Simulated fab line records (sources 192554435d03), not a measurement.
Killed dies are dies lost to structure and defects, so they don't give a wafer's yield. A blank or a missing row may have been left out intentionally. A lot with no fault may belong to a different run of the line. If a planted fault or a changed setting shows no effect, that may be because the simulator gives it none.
fab line records	flow n5Finfet
record: lots: 24	wafers: 72	lastDay: 18
route steps=1938 shown HKMG_FIN@400 GATE_CUT@473
lots with no fault: from the same line, run without faults
startH: hours from the record's opening day to when the first of the lot's shown wafers began	waitH: hours since the lot's step before	" as in the row above	L1.1+2: several wafers, shown together as one row	- either no value or no given start	* or withheld: withheld	< > ~ a bound
route shown NAME@n: NAME is a module with steps in the file, n the number in the route of the first one	usual: mean/standard deviation taken from wafers without a fault	same: alike in all rows	chamber/n: place in a boat	sites: readings site by site	_std_site: standard deviation across them	_edge_site: inner sites' mean taken away from outer sites' mean	radiusMm: for every site, how far away it sits from the centre of the wafer	mask NAME#n: copy n	behind: tool/chamber where the wafer was last shaped	hold: what put the lot on hold/how long, in hours/how the hold closed	device: the transistor (n, p or np) that didn't switch	end of line: tests run on the same wafers once the route is complete	for a step that has no rows: nothing shown but its recipe	killed: the dies lost at the first sort to structure and to defects; this is not the yield of the wafer	map: a wafer's dies, marking killed ones x, the rest . and places with no die _
set.NAME: setting as actually run; set.NAME@STEP: the setting as run at that earlier step	model.NAME: the simulator's own value behind a step, which no gauge read
a sample of lots followed through the steps of the route, with each step as a table and each wafer as a row
services: a tool's chamber out of use, with start hour (startH, from the record's first day; less than 0 if before it), hours out, and reason
== steps ==
step: N5_HKMG_FIN_INSPECT_61
recipe: mode: adi	inspectInstrument: macro
usual: rawDefectCount: 2.2/1.4
lot.wafer	tool	chamber	startH	waitH	rawDefectCount
L074.3	defectInspect-01	-	70.10	0.0	2
L074.4	"	-	"	"	1
L074.6	"	-	"	"	3
L075.1	defectInspect-01	-	79.94	0.0	0
L075.3	"	-	"	"	4
L075.5	"	-	"	"	1
L076.1	defectInspect-02	-	87.06	0.0	3
L076.4	"	-	"	"	1
L076.6	"	-	"	"	1
L077.3	defectInspect-01	-	89.18	0.0	0
L077.4	"	-	"	"	1
L077.6	"	-	"	"	4
L078.2	defectInspect-02	-	99.82	0.0	0
L078.3	"	-	"	"	1
L078.6	"	-	"	"	0
L079.1	defectInspect-01	-	102.27	0.0	2
L079.4	"	-	"	"	2
L079.6	"	-	"	"	2
L080.4	defectInspect-02	-	111.76	0.0	2
L080.5	"	-	"	"	1
L080.6	"	-	"	"	1
L081.3	defectInspect-01	-	119.42	0.0	3
L081.5	"	-	"	"	2
L081.6	"	-	"	"	0
L082.2	defectInspect-02	-	119.71	0.0	1
L082.4	"	-	"	"	3
L082.5	"	-	"	"	1
L083.1	defectInspect-02	-	130.38	0.0	1
L083.4	"	-	"	"	1
L083.6	"	-	"	"	3
L084.1	defectInspect-02	-	139.24	0.0	2
L084.4	"	-	"	"	4
L084.6	"	-	"	"	1
L085.1	defectInspect-02	-	141.09	0.0	2
L085.2	"	-	"	"	2
L085.3	"	-	"	"	4
L086.2	defectInspect-01	-	147.09	0.0	2
L086.3	"	-	"	"	2
L086.4	"	-	"	"	1
L087.1	defectInspect-01	-	152.20	0.0	5
L087.3	"	-	"	"	2
L087.5	"	-	"	"	4
L088.1	defectInspect-01	-	160.78	0.0	2
L088.4	"	-	"	"	5
L088.5	"	-	"	"	1
L089.1	defectInspect-02	-	164.89	0.0	3
L089.5	"	-	"	"	2
L089.6	"	-	"	"	3
L090.1	defectInspect-02	-	171.48	0.0	1
L090.3	"	-	"	"	3
L090.6	"	-	"	"	4
L091.1	defectInspect-01	-	173.98	0.0	2
L091.2	"	-	"	"	1
L091.4	"	-	"	"	4
L092.1	defectInspect-02	-	182.77	0.0	2
L092.2	"	-	"	"	1
L092.3	"	-	"	"	1
L093.1	defectInspect-02	-	187.46	0.0	2
L093.3	"	-	"	"	0
L093.4	"	-	"	"	3
L094.3	defectInspect-02	-	193.39	0.0	3
L094.4	"	-	"	"	1
L094.6	"	-	"	"	1
L095.2	defectInspect-02	-	200.33	0.0	2
L095.5	"	-	"	"	2
L095.6	"	-	"	"	3
L096.3	defectInspect-01	-	204.13	0.0	2
L096.5	"	-	"	"	0
L096.6	"	-	"	"	2
L097.2	defectInspect-02	-	214.66	0.0	1
L097.3	"	-	"	"	2
L097.5	"	-	"	"	4
step: N5_HKMG_FIN_DESCUM_53
recipe: chemistry: O2	timeS: 7.9	sourcePowerW: 50	biasPowerW: 20	pressureMtorr: 20	rfFrequencyHz: 2.712e+07	tempC: 40	resist: CAR-ArF	o2FlowSccm: 225
usual: drypumpMotorCurrentA: 5.8/0.42	oesProductAu: 0.76/0.062	rfVppV: 243.0/1.3	showerheadPlenumPTorr: 2.09/0.07	throttleValvePct: 20.60/0.27
same: timeS: 7.9
lot.wafer	tool	chamber	startH	waitH	drypumpMotorCurrentA	oesProductAu	rfHoursCounterH	rfVppV	showerheadPlenumPTorr	throttleValvePct
L074.3	rieDiel-02	0	70.13	0.0	5.3	0.79	152	243.8	2.10	20.78
L074.4	"	1	"	"	5.9	0.79	99	242.9	2.01	20.28
L074.6	"	1	"	"	5.8	0.78	-	241.8	2.01	20.29
L075.1	rieDiel-02	1	79.98	0.0	5.8	0.79	104	242.0	2.01	20.29
L075.3	"	2	"	"	5.7	0.84	64	244.7	2.13	20.44
L075.5	"	0	"	"	5.3	0.78	-	242.9	2.10	20.79
L076.1	rieDiel-01	2	87.10	0.0	5.7	0.79	142	245.5	2.21	21.04
L076.4	"	3	"	"	5.7	0.77	140	241.5	2.09	20.38
L076.6	"	2	"	"	5.7	0.79	-	245.7	2.21	21.01
L077.3	rieDiel-05	2	89.21	0.0	5.9	0.74	173	242.1	2.09	20.36
L077.4	"	3	"	"	5.6	0.70	201	244.2	2.16	20.30
L077.6	"	1	"	"	4.7	0.71	-	245.5	2.18	20.93
L078.2	rieDiel-01	0	99.85	0.0	6.2	0.69	209	240.9	1.99	20.85
L078.3	"	3	"	"	5.8	0.77	143	242.6	2.09	20.41
L078.6	"	1	"	"	6.6	0.69	-	244.2	2.17	20.27
L079.1	rieDiel-05	2	102.31	0.0	5.9	0.74	178	242.6	2.08	20.37
L079.4	"	0	"	"	6.4	0.79	137	241.8	2.02	20.43
L079.6	"	3	"	"	5.6	0.71	-	243.1	2.16	20.30
L080.4	rieDiel-01	3	111.98	0.2	5.7	0.76	147	242.9	2.08	20.40
L080.5	"	2	"	"	5.7	0.77	-	245.4	2.21	21.03
L080.6	"	3	"	"	5.8	0.77	-	243.0	2.08	20.40
L081.3	rieDiel-01	3	119.46	0.0	5.7	0.76	150	243.7	2.08	20.39
L081.5	"	2	"	"	5.7	0.78	-	245.0	2.21	21.04
L081.6	"	3	"	"	5.8	0.77	-	242.5	2.08	20.42
L082.2	rieDiel-02	0	120.12	0.4	5.3	0.75	170	242.7	2.09	20.81
L082.4	"	3	"	"	5.9	0.95	8	241.3	2.07	20.46
L082.5	"	0	"	"	5.3	0.76	-	242.7	2.09	20.80
L083.1	rieDiel-01	0	130.41	0.0	6.2	0.68	222	240.7	1.99	20.88
L083.4	"	2	"	"	5.7	0.78	157	245.3	2.21	21.05
L083.6	"	0	"	"	6.3	0.69	-	240.5	1.99	20.86
L084.1	rieDiel-01	2	139.27	0.0	5.7	0.76	159	245.1	2.21	21.06
L084.4	"	0	"	"	6.3	0.68	-	241.5	1.99	20.85
L084.6	"	3	"	"	5.7	0.76	-	242.3	2.08	20.41
L085.1	rieDiel-02	3	141.36	0.3	5.9	0.93	16	243.9	2.07	20.47
L085.2	"	0	"	"	5.3	0.76	177	242.0	2.09	20.80
L085.3	"	2	"	"	5.8	0.82	85	243.6	2.12	20.48
L086.2	rieDiel-01	3	147.13	0.0	5.8	0.76	160	243.7	2.08	20.42
L086.3	"	2	"	"	5.7	0.76	163	244.3	2.21	21.06
L086.4	"	0	"	"	6.3	0.68	-	240.6	1.99	20.88
L087.1	rieDiel-02	0	152.62	0.4	5.3	0.75	182	243.5	2.09	20.80
L087.3	"	1	"	"	5.8	0.75	129	241.4	2.00	20.32
L087.5	"	1	"	"	5.8	0.75	-	243.5	2.00	20.33
L088.1	rieDiel-01	2	160.81	0.0	5.7	0.76	168	244.0	2.20	21.07
L088.4	"	3	"	"	5.7	0.76	166	243.8	2.08	20.43
L088.5	"	2	"	"	5.7	0.75	-	244.8	2.20	21.08
L089.1	rieDiel-05	0	164.93	0.0	6.4	0.75	159	242.1	2.01	20.49
L089.5	"	1	"	"	4.7	0.70	-	245.1	2.17	20.97
L089.6	"	0	"	"	6.4	0.76	-	242.5	2.01	20.48
L090.1	rieDiel-05	0	171.68	0.2	6.4	0.75	161	242.1	2.01	20.48
L090.3	"	2	"	"	5.9	0.72	201	242.6	2.08	20.42
L090.6	"	3	"	"	5.6	0.70	-	243.5	2.15	20.34
L091.1	rieDiel-02	2	174.01	0.0	5.7	0.81	96	243.4	2.12	20.49
L091.2	"	3	"	"	5.9	0.90	27	243.1	2.06	20.49
L091.4	"	0	"	"	5.3	0.74	189	244.1	2.08	20.82
L092.1	rieDiel-02	3	182.80	0.0	5.9	0.90	30	240.7	2.06	20.48
L092.2	"	2	"	"	5.7	0.81	98	243.3	2.12	20.49
L092.3	"	0	"	"	5.3	0.75	193	243.3	2.08	20.82
L093.1	rieDiel-01	0	187.49	0.0	6.3	0.66	244	241.3	1.98	20.89
L093.3	"	2	"	"	5.7	0.75	178	242.6	2.20	21.08
L093.4	"	0	"	"	6.3	0.66	-	241.3	1.98	20.91
L094.3	rieDiel-05	2	193.44	0.1	5.9	0.70	209	244.2	2.07	20.42
L094.4	"	0	"	"	6.4	0.76	169	241.2	2.01	20.50
L094.6	"	0	"	"	6.4	0.75	-	241.9	2.01	20.51
L095.2	rieDiel-02	3	200.37	0.0	5.9	0.89	36	241.8	2.06	20.49
L095.5	"	3	"	"	5.9	0.89	-	242.7	2.06	20.52
L095.6	"	2	"	"	5.7	0.80	-	244.7	2.12	20.52
L096.3	rieDiel-02	2	204.17	0.0	5.8	0.80	105	243.0	2.12	20.52
L096.5	"	1	"	"	5.9	0.75	-	241.5	2.00	20.37
L096.6	"	2	"	"	5.7	0.81	-	243.8	2.12	20.51
L097.2	rieDiel-05	2	214.69	0.0	5.9	0.69	215	242.1	2.07	20.44
L097.3	"	3	"	"	5.7	0.68	241	243.4	2.14	20.36
L097.5	"	2	"	"	5.9	0.69	-	242.3	2.07	20.40
step: N5_HKMG_FIN_CD_MEAS_12
recipe: targetCdNm: 92.8	landingEnergyEv: 500	detector: seInlens
usual: cdNm: 93.2/0.83
lot.wafer	tool	chamber	startH	waitH	cdNm
L074.3	cdSem-01	0	73.42	-	92.5
L074.4	"	0	"	"	93.7
L074.6	"	0	"	"	93.4
L075.1	cdSem-01	0	83.15	-	92.1
L075.3	"	0	"	"	92.3
L075.5	"	0	"	"	94.5
L076.1	cdSem-01	0	90.37	-	93.4
L076.4	"	0	"	"	94.9
L076.6	"	0	"	"	93.5
L077.3	cdSem-03	0	92.50	-	93.2
L077.4	"	0	"	"	93.3
L077.6	"	0	"	"	93.8
L078.2	cdSem-03	0	103.33	-	94.2
L078.3	"	0	"	"	92.2
L078.6	"	0	"	"	93.5
L079.1	cdSem-03	0	105.89	-	93.9
L079.4	"	0	"	"	93.8
L079.6	"	0	"	"	93.5
L080.4	cdSem-02	0	115.14	-	93.3
L080.5	"	0	"	"	94.2
L080.6	"	0	"	"	92.3
L081.3	cdSem-02	0	122.74	-	92.7
L081.5	"	0	"	"	93.8
L081.6	"	0	"	"	92.4
L082.2	cdSem-02	0	123.30	-	91.1
L082.4	"	0	"	"	93.8
L082.5	"	0	"	"	92.5
L083.1	cdSem-01	0	133.58	-	93.0
L083.4	"	0	"	"	93.6
L083.6	"	0	"	"	91.6
L084.1	cdSem-03	0	142.51	-	93.7
L084.4	"	0	"	"	91.8
L084.6	"	0	"	"	94.2
L085.1	cdSem-03	0	144.64	-	93.7
L085.2	"	0	"	"	93.4
L085.3	"	0	"	"	93.1
L086.2	cdSem-03	0	150.41	-	92.6
L086.3	"	0	"	"	93.7
L086.4	"	0	"	"	94.0
L087.1	cdSem-03	0	155.79	-	93.1
L087.3	"	0	"	"	93.4
L087.5	"	0	"	"	92.3
L088.1	cdSem-01	0	164.23	-	92.5
L088.4	"	0	"	"	93.0
L088.5	"	0	"	"	92.3
L089.1	cdSem-01	0	168.22	-	92.7
L089.5	"	0	"	"	94.5
L089.6	"	0	"	"	93.2
L090.1	cdSem-01	0	175.05	-	93.8
L090.3	"	0	"	"	93.7
L090.6	"	0	"	"	93.4
L091.1	cdSem-03	0	177.43	-	93.7
L091.2	"	0	"	"	93.4
L091.4	"	0	"	"	93.1
L092.1	cdSem-01	0	186.09	-	92.3
L092.2	"	0	"	"	91.6
L092.3	"	0	"	"	92.4
L093.1	cdSem-02	0	190.77	-	92.4
L093.3	"	0	"	"	93.1
L093.4	"	0	"	"	93.1
L094.3	cdSem-02	0	196.65	-	94.0
L094.4	"	0	"	"	93.4
L094.6	"	0	"	"	93.5
L095.2	cdSem-01	0	203.57	-	93.4
L095.5	"	0	"	"	94.1
L095.6	"	0	"	"	93.3
L096.3	cdSem-01	0	207.63	-	94.2
L096.5	"	0	"	"	94.8
L096.6	"	0	"	"	93.7
L097.2	cdSem-01	0	218.03	-	92.7
L097.3	"	0	"	"	93.6
L097.5	"	0	"	"	93.2
step: N5_HKMG_FIN_ALD_71
recipe: material: TiN	targetThkA: 10	tempC: 400	aldPrecursorFamily: TiCl4	aldCoReactant: NH3	pulseTimeS: 1	purgeTimeS: 3	coReactantPurgeTimeS: 2	coReactantPulseTimeS: 2	aldCycles: 47	pressureTorr: 3
usual: heaterPowerW: 914/90	precursorPulseHeightRel: 1.000/0.018	susceptorTempC: 399.97/0.21
lot.wafer	tool	chamber	startH	waitH	heaterPowerW	precursorPulseHeightRel	susceptorTempC
L074.3	aldMetal-01	3	75.65	0.0	903	0.992	399.73
L074.4	"	0	"	"	764	1.012	399.84
L074.6	"	3	"	"	878	0.975	399.99
L075.1	aldMetal-02	0	85.29	0.0	1014	1.036	400.23
L075.3	"	3	"	"	862	1.028	399.82
L075.5	"	1	"	"	971	0.987	399.81
L076.1	aldMetal-01	1	92.51	0.0	930	0.975	399.77
L076.4	"	3	"	"	919	1.001	399.88
L076.6	"	0	"	"	771	0.996	399.77
L077.3	aldMetal-02	0	94.63	0.0	1014	0.998	400.01
L077.4	"	3	"	"	882	0.996	400.12
L077.6	"	1	"	"	1021	0.997	400.08
L078.2	aldMetal-01	0	106.12	0.0	801	1.035	399.59
L078.3	"	3	"	"	924	0.976	399.92
L078.6	"	2	"	"	1022	1.007	399.99
L079.1	aldMetal-02	3	108.25	0.0	880	1.001	399.70
L079.4	"	0	"	"	1011	1.000	400.17
L079.6	"	3	"	"	875	1.002	399.84
L080.4	aldMetal-03	2	117.45	0.0	887	0.999	400.28
L080.5	"	0	"	"	710	1.014	400.11
L080.6	"	3	"	"	885	1.017	399.68
L081.3	aldMetal-02	3	124.93	0.0	902	1.024	399.72
L081.5	"	2	"	"	901	0.969	399.81
L081.6	"	3	"	"	866	1.000	399.69
L082.2	aldMetal-03	1	125.58	0.0	914	1.005	399.76
L082.4	"	0	"	"	687	1.026	399.78
L082.5	"	0	"	"	677	0.971	399.65
L083.1	aldMetal-03	0	135.76	0.0	683	1.000	400.05
L083.4	"	3	"	"	898	0.979	399.94
L083.6	"	0	"	"	679	1.020	400.14
L084.1	aldMetal-03	0	144.71	0.0	694	1.009	399.85
L084.4	"	3	"	"	885	0.961	400.33
L084.6	"	1	"	"	929	0.999	400.43
L085.1	aldMetal-02	3	146.83	0.0	877	0.989	400.14
L085.2	"	0	"	"	1025	1.043	399.44
L085.3	"	2	"	"	920	0.979	399.57
L086.2	aldMetal-01	0	152.69	0.0	775	0.977	400.01
L086.3	"	1	"	"	913	0.995	399.69
L086.4	"	3	"	"	906	0.985	400.27
L087.1	aldMetal-02	2	157.97	0.0	912	1.004	400.20
L087.3	"	0	"	"	1027	1.015	399.90
L087.5	"	0	"	"	1031	1.010	400.08
L088.1	aldMetal-02	0	166.37	0.0	1009	1.007	399.81
L088.4	"	2	"	"	883	1.031	400.05
L088.5	"	1	"	"	1007	0.965	399.95
L089.1	aldMetal-01	2	170.39	0.0	1033	1.011	399.75
L089.5	"	0	"	"	774	1.030	400.15
L089.6	"	3	"	"	931	0.979	400.13
L090.1	aldMetal-02	0	177.64	0.0	1027	1.008	399.84
L090.3	"	1	"	"	1002	0.989	399.79
L090.6	"	1	"	"	1013	1.019	399.95
L091.1	aldMetal-02	0	179.57	0.0	1023	1.002	400.04
L091.2	"	2	"	"	917	0.977	400.15
L091.4	"	1	"	"	1017	0.986	399.97
L092.1	aldMetal-02	1	188.23	0.0	997	0.985	399.90
L092.2	"	3	"	"	855	1.003	399.94
L092.3	"	2	"	"	919	0.980	400.20
L093.1	aldMetal-02	0	192.92	0.0	1007	1.009	400.18
L093.3	"	1	"	"	1030	1.022	400.02
L093.4	"	2	"	"	900	1.009	399.99
L094.3	aldMetal-02	0	198.78	0.0	1020	1.010	399.45
L094.4	"	2	"	"	921	0.974	400.04
L094.6	"	2	"	"	895	0.974	400.48
L095.2	aldMetal-01	0	205.88	0.0	791	0.999	400.02
L095.5	"	0	"	"	783	1.021	400.32
L095.6	"	3	"	"	914	0.963	399.76
L096.3	aldMetal-01	3	210.13	0.0	889	0.986	399.67
L096.5	"	2	"	"	1009	0.981	400.10
L096.6	"	1	"	"	921	1.003	399.73
L097.2	aldMetal-02	0	220.24	0.0	1008	0.987	399.91
L097.3	"	3	"	"	869	0.999	399.88
L097.5	"	3	"	"	877	1.021	399.72
step: N5_GATE_CUT_SAC_CAP_01
recipe: material: SiNx	targetThkA: 240	tempC: 400	aldPrecursorFamily: SiH2I2	aldCoReactant: N2/H2-plasma	pulseTimeS: 1	aldCycles: 480	purgeTimeS: 2	coReactantPurgeTimeS: 2	pressureTorr: 2
usual: heaterPowerW: 851/130	precursorPulseHeightRel: 1.000/0.019	susceptorTempC: 399.97/0.22
lot.wafer	tool	chamber	startH	waitH	heaterPowerW	precursorPulseHeightRel	susceptorTempC
L074.3	aldSin-03	0	78.90	0.0	1106	1.019	400.27
L074.4	"	2	"	"	839	1.042	399.63
L074.6	"	2	79.99	1.1	866	1.027	399.83
L075.1	aldSin-02	3	88.26	0.0	840	1.044	399.96
L075.3	"	1	"	"	745	1.011	399.94
L075.5	"	3	89.34	1.1	832	1.001	399.80
L076.1	aldSin-04	0	96.69	1.2	750	0.990	399.80
L076.4	"	1	"	"	894	1.041	399.85
L076.6	"	1	97.77	2.2	893	0.983	400.00
L077.3	aldSin-02	1	97.74	0.2	761	0.978	400.04
L077.4	"	3	"	"	849	0.998	400.15
L077.6	"	0	98.83	1.3	730	0.988	400.01
L078.2	aldSin-03	1	109.23	0.0	660	0.990	399.70
L078.3	"	3	"	"	905	1.014	400.38
L078.6	"	3	110.32	1.1	917	1.004	399.58
L079.1	aldSin-02	0	111.56	0.3	738	1.036	399.61
L079.4	"	1	"	"	746	0.994	400.06
L079.6	"	0	112.65	1.4	733	1.041	400.15
L080.4	aldSin-03	2	120.64	0.0	874	1.000	400.34
L080.5	"	0	121.72	1.1	1096	1.015	399.77
L080.6	"	3	"	"	926	1.005	400.10
L081.3	aldSin-02	1	127.96	0.0	765	1.001	400.07
L081.5	"	3	129.04	1.1	877	1.022	399.88
L081.6	"	2	"	"	858	0.987	399.70
L082.2	aldSin-03	2	129.11	0.5	871	0.986	399.84
L082.4	"	3	"	"	892	1.047	400.10
L082.5	"	2	130.19	1.5	874	1.008	399.65
L083.1	aldSin-03	0	138.73	0.0	1083	1.019	400.29
L083.4	"	2	"	"	872	1.001	400.36
L083.6	"	3	139.82	1.1	890	0.981	400.26
L084.1	aldSin-02	3	148.16	0.1	847	0.987	399.66
L084.4	"	2	"	"	882	1.012	399.95
L084.6	"	3	149.25	1.2	863	1.018	399.96
L085.1	aldSin-03	3	149.93	0.1	903	0.980	400.02
L085.2	"	2	"	"	877	0.980	399.90
L085.3	"	0	"	"	1156	0.966	400.30
L086.2	aldSin-04	1	156.02	0.1	906	0.999	400.08
L086.3	"	2	"	"	919	1.003	399.67
L086.4	"	3	"	"	776	1.001	399.89
L087.1	aldSin-03	1	161.50	0.2	668	1.011	399.54
L087.3	"	3	"	"	913	0.976	399.79
L087.5	"	3	162.59	1.3	910	0.978	399.96
L088.1	aldSin-03	2	169.49	0.1	841	1.023	399.73
L088.4	"	0	"	"	1132	1.007	399.58
L088.5	"	1	170.58	1.2	663	0.970	400.07
L089.1	aldSin-02	0	174.11	0.5	747	1.025	400.18
L089.5	"	1	175.20	1.6	756	1.012	400.18
L089.6	"	2	"	"	878	1.013	399.72
L090.1	aldSin-04	2	181.44	0.6	930	1.020	399.60
L090.3	"	1	"	"	892	1.014	399.74
L090.6	"	2	182.52	1.7	951	1.001	399.85
L091.1	aldSin-02	1	182.54	0.0	758	0.992	399.89
L091.2	"	0	"	"	743	0.964	400.11
L091.4	"	3	"	"	878	1.009	399.94
L092.1	aldSin-02	0	191.20	0.0	725	0.976	400.31
L092.2	"	2	"	"	850	1.016	400.09
L092.3	"	1	"	"	759	1.009	400.18
L093.1	aldSin-03	3	197.36	1.3	925	1.014	399.91
L093.3	"	0	"	"	1122	1.001	399.84
L093.4	"	0	198.45	2.4	1135	1.027	399.85
L094.3	aldSin-02	0	202.16	0.0	739	0.982	400.13
L094.4	"	3	"	"	859	0.973	399.87
L094.6	"	0	203.25	1.1	729	0.983	400.52
L095.2	aldSin-03	1	209.22	0.0	662	0.982	399.90
L095.5	"	1	210.31	1.1	670	0.976	400.05
L095.6	"	2	"	"	856	0.991	399.64
L096.3	aldSin-03	0	214.76	1.5	1123	0.977	400.03
L096.5	"	1	215.84	2.5	674	1.023	400.22
L096.6	"	0	"	"	1113	1.026	399.96
L097.2	aldSin-03	0	223.23	0.0	1120	0.986	400.26
L097.3	"	1	"	"	653	1.020	399.82
L097.5	"	1	224.32	1.1	671	0.998	399.86
step: N5_GATE_CUT_ETCH_37
recipe: chemistry: N2/H2	target: SOC	targetDepthA: 600	overetchA: 120	maskMaterial: SiARC	tempC: 40	timeS: 90	ionEnergyEv: 200	pressureMtorr: 30	sourceW: 840	biasW: 150	n2FlowSccm: 200	h2FlowSccm: 200
usual: drypumpMotorCurrentA: 5.6/0.43	oesProductAu: 0.71/0.077	rfVppV: 523.4/2.1	showerheadPlenumPTorr: 2.53/0.071	throttleValvePct: 17.95/0.3
same: timeS: 90
lot.wafer	tool	chamber	startH	waitH	drypumpMotorCurrentA	oesProductAu	rfHoursCounterH	rfVppV	showerheadPlenumPTorr	throttleValvePct
L074.3	rieDiel-06	0	82.95	0.0	5.2	0.78	42	522.1	2.46	17.46
L074.4	"	3	"	"	6.2	0.82	11	524.2	2.61	17.73
L074.6	"	3	"	"	6.2	0.83	-	525.4	2.61	17.71
L075.1	rieDiel-03	0	91.53	0.0	5.1	0.68	168	524.4	2.55	18.00
L075.3	"	2	"	"	5.3	0.61	227	522.0	2.53	17.93
L075.5	"	0	"	"	5.1	0.67	-	523.2	2.55	17.99
L076.1	rieDiel-06	1	99.82	0.0	5.7	0.68	148	524.2	2.55	18.00
L076.4	"	0	"	"	5.2	0.78	46	522.4	2.46	17.49
L076.6	"	1	"	"	5.7	0.68	-	524.3	2.55	17.99
L077.3	rieDiel-04	1	100.88	0.0	5.3	0.66	178	523.2	2.52	17.74
L077.4	"	3	"	"	5.2	0.82	19	520.9	2.49	17.76
L077.6	"	2	"	"	5.7	0.63	-	520.2	2.43	18.43
L078.2	rieDiel-06	2	112.39	0.0	6.1	0.64	199	523.1	2.51	17.86
L078.3	"	0	"	"	5.2	0.77	49	521.4	2.46	17.48
L078.6	"	0	"	"	5.2	0.78	-	522.8	2.46	17.49
L079.1	rieDiel-06	2	114.70	0.0	6.0	0.64	199	523.8	2.51	17.86
L079.4	"	1	"	"	5.7	0.68	152	523.9	2.54	18.00
L079.6	"	0	"	"	5.2	0.78	-	522.5	2.46	17.46
L080.4	rieDiel-04	3	123.90	0.0	5.1	0.81	25	523.6	2.49	17.79
L080.5	"	1	"	"	5.3	0.65	-	522.0	2.52	17.74
L080.6	"	0	"	"	5.9	0.66	-	522.9	2.55	18.20
L081.3	rieDiel-03	2	131.28	0.0	5.3	0.60	240	523.3	2.53	17.94
L081.5	"	1	"	"	5.4	0.87	-	527.3	2.70	17.77
L081.6	"	0	"	"	5.1	0.65	-	523.2	2.55	18.02
L082.2	rieDiel-04	1	132.68	0.0	5.3	0.65	189	524.3	2.52	17.75
L082.4	"	3	"	"	5.1	0.81	28	522.7	2.49	17.80
L082.5	"	2	"	"	5.7	0.62	-	519.0	2.43	18.45
L083.1	rieDiel-04	0	142.00	0.0	5.9	0.66	174	524.4	2.55	18.21
L083.4	"	2	"	"	5.7	0.62	219	520.6	2.43	18.46
L083.6	"	2	"	"	5.7	0.63	-	520.3	2.43	18.45
L084.1	rieDiel-03	1	151.43	0.0	5.4	0.83	8	529.4	2.70	17.78
L084.4	"	0	"	"	5.1	0.66	186	523.2	2.55	18.02
L084.6	"	3	"	"	6.4	0.80	-	525.1	2.63	18.36
L085.1	rieDiel-04	1	153.07	0.0	5.3	0.64	196	521.9	2.51	17.76
L085.2	"	0	"	"	5.9	0.65	178	524.3	2.55	18.22
L085.3	"	2	"	"	5.7	0.62	222	520.1	2.43	18.47
L086.2	rieDiel-04	3	159.28	0.0	5.1	0.79	36	522.6	2.49	17.79
L086.3	"	0	"	"	5.9	0.65	180	523.7	2.55	18.20
L086.4	"	1	"	"	5.3	0.64	198	522.9	2.51	17.77
L087.1	rieDiel-03	1	164.77	0.0	5.4	0.82	13	527.7	2.70	17.77
L087.3	"	0	"	"	5.1	0.65	190	524.5	2.54	18.03
L087.5	"	3	"	"	6.3	0.79	-	526.0	2.62	18.35
L088.1	rieDiel-04	0	172.83	0.0	5.9	0.66	184	523.8	2.55	18.24
L088.4	"	3	"	"	5.1	0.78	40	523.7	2.48	17.80
L088.5	"	3	"	"	5.2	0.79	-	519.7	2.49	17.81
L089.1	rieDiel-06	3	177.38	0.0	6.2	0.79	32	525.3	2.60	17.76
L089.5	"	0	"	"	5.2	0.75	-	521.9	2.45	17.52
L089.6	"	3	"	"	6.2	0.79	-	524.7	2.60	17.78
L090.1	rieDiel-04	1	185.00	0.0	5.2	0.63	206	522.4	2.51	17.78
L090.3	"	0	"	"	5.9	0.65	188	524.3	2.55	18.23
L090.6	"	3	"	"	5.2	0.77	-	521.8	2.48	17.80
L091.1	rieDiel-04	1	185.80	0.0	5.3	0.64	207	524.1	2.51	17.80
L091.2	"	3	"	"	5.2	0.78	44	522.5	2.48	17.83
L091.4	"	2	"	"	5.7	0.61	232	519.0	2.42	18.47
L092.1	rieDiel-06	0	194.46	0.0	5.2	0.74	74	521.5	2.45	17.54
L092.2	"	1	"	"	5.7	0.65	176	524.6	2.53	18.04
L092.3	"	3	"	"	6.2	0.77	37	526.2	2.59	17.75
L093.1	rieDiel-03	1	202.33	0.0	5.4	0.79	28	529.3	2.69	17.80
L093.3	"	2	"	"	5.3	0.81	10	523.3	2.52	17.45
L093.4	"	0	"	"	5.1	0.65	205	523.5	2.54	18.05
L094.3	rieDiel-03	1	205.48	0.0	5.4	0.79	29	528.2	2.69	17.79
L094.4	"	2	"	"	5.3	0.80	12	522.5	2.52	17.46
L094.6	"	0	"	"	5.1	0.64	-	523.8	2.54	18.04
L095.2	rieDiel-03	3	212.53	0.0	6.4	0.76	61	524.8	2.62	18.38
L095.5	"	0	"	"	5.1	0.64	-	521.6	2.54	18.06
L095.6	"	3	"	"	6.4	0.77	-	523.4	2.62	18.38
L096.3	rieDiel-03	3	217.90	0.0	6.4	0.76	62	525.4	2.62	18.37
L096.5	"	2	"	"	5.3	0.80	-	522.1	2.52	17.48
L096.6	"	3	"	"	6.3	0.76	-	523.8	2.62	18.39
L097.2	rieDiel-06	3	226.50	0.0	6.2	0.77	48	525.1	2.59	17.79
L097.3	"	0	"	"	5.2	0.74	86	520.7	2.45	17.55
L097.5	"	1	"	"	5.7	0.66	-	524.3	2.53	18.08
== services ==
tool	chamber	startH	hours	kind
aldSin-04	0	54.95	3.0	repair
rieDiel-02	-	65.60	2.8	pm
rieDiel-01	3	70.89	5.6	repair
aldSin-03	-	85.74	14.0	pm
aldSin-03	0	85.74	14.0	ventCycle
aldSin-03	1	85.74	14.0	ventCycle
aldSin-03	2	85.74	14.0	ventCycle
rieDiel-06	-	86.87	0.4	repair
aldSin-02	-	100.09	5.0	repair
aldSin-04	-	112.23	14.6	pm
rieDiel-05	3	132.65	7.5	repair
rieDiel-06	3	133.56	10.2	repair
rieDiel-01	1	135.00	12.9	repair
rieDiel-03	1	146.18	2.5	repair
rieDiel-03	-	159.37	0.7	repair
aldSin-04	0	172.66	11.4	repair
aldMetal-03	-	186.39	1.1	repair
rieDiel-04	-	188.17	14.6	pm
rieDiel-02	-	195.71	3.6	repair
aldSin-03	2	196.91	10.2	repair
rieDiel-05	0	203.48	8.1	repair
rieDiel-02	2	205.00	27.5	repair
aldMetal-03	-	209.59	8.7	pm
rieDiel-02	0	226.35	10.5	repair
== key ==
fault none
